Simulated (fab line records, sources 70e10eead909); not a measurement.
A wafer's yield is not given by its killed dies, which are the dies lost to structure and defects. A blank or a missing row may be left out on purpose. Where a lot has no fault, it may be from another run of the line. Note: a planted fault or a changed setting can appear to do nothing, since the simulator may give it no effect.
Which of the tools did it? ; flow nand-harc ; 36 wafers from 12 lots sampled at 6 of the route's 1159 steps

WHAT EACH GAUGE READ, for each wafer
NHARC_A_M0_CD_MEAS_09: target cd 80 nm. Usual: 80.3 nm for cd-nm, sd 0.51.
lot;measured;on;cd-nm (nm);flag
L613;day 18 02:47;cd-sem-03;80.7 80.9 80.9;
L614;day 18 03:14;cd-sem-03;81.0 81.0 80.3;
L616;day 18 05:11;cd-sem-01;79.6 80.2 80.2;
L615;day 18 07:59;cd-sem-02;80.5 80.2 80.1;
L620;day 19 04:52;cd-sem-03;81.0 80.6 80.7;
L619;day 19 05:25;cd-sem-01;80.0 80.4 80.3;
L618;day 19 16:44;cd-sem-02;80.5 80.4 80.6;
L622;day 19 21:21;cd-sem-03;80.3 79.9 80.6;
L621;day 19 21:43;cd-sem-01;80.4 81.1 81.2;
L624;day 20 08:33;cd-sem-03;79.8 79.9 80.7;
L628;day 22 00:58;cd-sem-03;79.9 80.2 80.2;
L632;day 23 01:46;cd-sem-02;80.1 79.9 80.1;

NHARC_END_SORT_01. Usual: defect-limited-yield 95.0 %, standard deviation 1.7; killed-at-array 29, standard deviation 12; killed-at-other 0.7, standard deviation 1; killed-at-periphery 4, standard deviation 3.2; killed-dies 34, standard deviation 12; killed-open 3.4, standard deviation 2; killed-short 1.8, standard deviation 1.3; sort_bin_2_pct 1.6 %, standard deviation 0.7; sort_bin_3_pct 0.26 %, standard deviation 0.23; sort_bin_4_pct 3.1 %, standard deviation 1.1; sort-n-pass 643, standard deviation 12; sort-rim-yield-pct 96.4 %, standard deviation 2.6; sort-yield-pct 95.0 %, standard deviation 1.7.
lot;measured;on;defect-limited-yield (%);killed-at-array;killed-at-other;killed-at-periphery;killed-dies;killed-open;killed-short;sort_bin_2_pct (%);sort_bin_3_pct (%);sort_bin_4_pct (%);sort-n-pass;sort-rim-yield-pct (%);sort-yield-pct (%);flag
L632;day 24 23:32;prober-02;92.2 93.1 89.2;48 43 70;3 1 2;2 3 1;53 47 73;8 7 3;1 0 2;3.1 2.2 4.0;0.89 0.30 0.44;3.8 4.4 6.4;624 630 604;89.6 93.4 97.2;92.2 93.1 89.2;

EACH LOT AND THE TOOL THAT RAN IT (in order: tool; ch and the chambers of the sampled wafers; start)
lot;NHARC_A_M0_ETCH_34;NHARC_A_M0_ECD_22;NHARC_A_M0_CMP_23;NHARC_A_M0_PRE_CLEAN_31
L613;rie-diel-06 ch 0,1,3, day 18 03:04;ecd-cu-01 ch 0,1, day 18 04:17;cmp-04 ch 0,1,2, day 18 05:04;pecvd-01 ch 0,2, day 18 07:22
L614;rie-diel-06 ch 1,2,3, day 18 03:31;ecd-cu-02 ch 0,1, day 18 04:45;cmp-03 ch 0,1,2, day 18 05:29;pecvd-02 ch 1,2, day 18 07:58
L616;rie-diel-06 ch 0,1,3, day 18 05:28;ecd-cu-01 ch 0,1, day 18 06:42;cmp-04 ch 0,1,2, day 18 07:25;pecvd-04 ch 0,1, day 18 08:07
L615;rie-diel-13 ch 2,3, day 18 08:15;ecd-cu-02 ch 0,1, day 18 09:28;cmp-03 ch 0,1,3, day 18 10:13;pecvd-04 ch 0,1, day 18 10:46
L620;rie-diel-06 ch 2,3, day 19 05:07;ecd-cu-01 ch 0,1, day 19 06:23;cmp-02 ch 1,3, day 19 07:08;pecvd-04 ch 1,2, day 19 07:40
L619;rie-diel-06 ch 0,3, day 19 05:41;ecd-cu-02 ch 0,1, day 19 06:53;cmp-02 ch 0,3, day 19 07:40;pecvd-02 ch 0,1,2, day 19 08:34
L618;rie-diel-07 ch 1,2, day 19 17:02;ecd-cu-02 ch 0,1, day 19 18:27;cmp-04 ch 0,1,2, day 19 19:08;pecvd-01 ch 0,2, day 19 19:39
L622;rie-diel-07 ch 1,2,3, day 19 21:38;ecd-cu-02 ch 0,1, day 19 22:54;cmp-03 ch 0,1,3, day 19 23:38;pecvd-02 ch 0,1,2, day 20 00:11
L621;rie-diel-06 ch 0,1, day 19 21:59;ecd-cu-02 ch 0,1, day 19 23:30;cmp-04 ch 2,3, day 20 00:15;pecvd-02 ch 0,1,2, day 20 01:25
L624;rie-diel-13 ch 1,2,3, day 20 08:49;ecd-cu-02 ch 0, day 20 10:04;cmp-03 ch 1,2, day 20 10:46;pecvd-01 ch 1,2, day 20 11:18
L628;rie-diel-13 ch 0,2,3, day 22 01:14;ecd-cu-01 ch 0,1, day 22 02:26;cmp-02 ch 0,1,2, day 22 03:16;pecvd-04 ch 0,1,2, day 22 03:46
L632;rie-diel-06 ch 1,2, day 23 02:02;ecd-cu-01 ch 0,1, day 23 03:30;cmp-04 ch 0,2,3, day 23 04:10;pecvd-04 ch 1,2, day 23 04:37
- NHARC_A_M0_ETCH_34: etches the open film in N2/H2, target depth 40 nm, overetch 12 nm, time 43.94 s.
- NHARC_A_M0_ECD_22: material Cu, target thk 400 nm.
- NHARC_A_M0_CMP_23: polishes, t overpolish 20 s, target thk 113.75 nm.
- NHARC_A_M0_PRE_CLEAN_31: time 12 s.

AS READ BY THE TOOLS THEMSELVES (means over the sampled wafers that have a number; for cases with no such wafer, the mark the record gives instead)
NHARC_A_M0_ETCH_34. Usual: bias-w 150.0 W, standard deviation 0.47; drypump-motor-current-A 5.8 A, standard deviation 0.37; h2-flow-sccm 149.9 sccm, standard deviation 0.43; oes-product-au 0.998 a.u., standard deviation 0.0065; rf-vpp-V 430.9 V, standard deviation 2.6; showerhead-plenum-p-Torr 2.05 Torr, standard deviation 0.087; throttle-valve-pct 14.171 %, standard deviation 0.0098.
lot;tool;bias-w (W);drypump-motor-current-A (A);h2-flow-sccm (sccm);oes-product-au (a.u.);rf-vpp-V (V);showerhead-plenum-p-Torr (Torr);throttle-valve-pct (%);flag
L613;rie-diel-06;150.7;5.5;150.0;1.001;429.2;1.99;14.162;
L614;rie-diel-06;149.9;5.7;150.2;1.002;430.2;2.06;14.174;
L616;rie-diel-06;149.9;5.5;149.7;0.997;429.4;1.99;14.173;
L615;rie-diel-13;150.1;5.9;150.0;1.001;431.1;2.07;14.176;
L620;rie-diel-06;149.7;5.7;150.0;0.998;431.1;2.06;14.169;
L619;rie-diel-06;150.3;5.7;150.0;0.999;427.6;1.96;14.167;
L618;rie-diel-07;149.7;5.8;149.9;0.993;433.5;2.15;14.177;
L622;rie-diel-07;150.2;5.8;149.8;1.002;432.0;2.11;14.175;
L621;rie-diel-06;149.8;5.6;149.6;0.997;428.9;1.99;14.180;
L624;rie-diel-13;150.4;5.8;149.6;0.998;430.8;2.03;14.176;
L628;rie-diel-13;149.8;6.0;149.9;1.003;429.6;2.03;14.172;
L632;rie-diel-06;150.4;6.1;149.7;0.995;433.0;2.09;14.174;

NHARC_A_M0_CMP_23. Usual: motor-current-A 12.2 A, standard deviation 1; time-to-endpoint-s 27.9 s, standard deviation 1.9.
lot;tool;motor-current-A (A);time-to-endpoint-s (s);flag
L613;cmp-04;12.2;26.3;
L614;cmp-03;11.9;27.7;
L616;cmp-04;12.2;26.0;
L615;cmp-03;12.3;27.5;
L620;cmp-02;11.6;26.1;
L619;cmp-02;12.2;29.1;
L618;cmp-04;12.7;28.6;
L622;cmp-03;12.5;28.0;
L621;cmp-04;12.1;27.4;
L624;cmp-03;11.1;29.0;
L628;cmp-02;12.2;35.7;OFF
L632;cmp-04;12.0;35.3;OFF

NHARC_A_M0_PRE_CLEAN_31. Usual: 642 W for heater-power-w, sd 98.
lot;tool;heater-power-w (W);flag
L613;pecvd-01;598;
L614;pecvd-02;697;
L616;pecvd-04;609;
L615;pecvd-04;591;
L620;pecvd-04;685;
L619;pecvd-02;747;
L618;pecvd-01;573;
L622;pecvd-02;731;
L621;pecvd-02;685;
L624;pecvd-01;545;
L628;pecvd-04;590;
L632;pecvd-04;722;

THE ANSWER, worked out from the rows above alone
Rule: a lot is off if the mean of its wafers that have a number lies more than 3 standard deviations from the usual mean. A lot without any number at a reading at which 4 lots or more have one is off too. All remaining lots with rows at the step are treated as sound. First the gauges in route order, then the tools' own readings, where a lot's mean is used as printed above. The first step at which some lot is off is used, and at that step the reading that is off furthest; a lot without a number counts as furthest.
Off: L628, L632, at NHARC_A_M0_CMP_23 (time-to-endpoint-s).
If a tool, at that step or one of the process steps before it, ran each lot that is off and ran no sound lot following the first of them, it fits. One candidate fits, namely ecd-cu-01 at NHARC_A_M0_ECD_22. A fault onset in the window from L620 (day 19 06:23, its last sound lot) to L628 (day 22 02:26, its first lot off) fits.

WHAT THE SIMULATOR PUT IN
ecd-cu-01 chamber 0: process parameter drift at NHARC_A_M0_ECD_22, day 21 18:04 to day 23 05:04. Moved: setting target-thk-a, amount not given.
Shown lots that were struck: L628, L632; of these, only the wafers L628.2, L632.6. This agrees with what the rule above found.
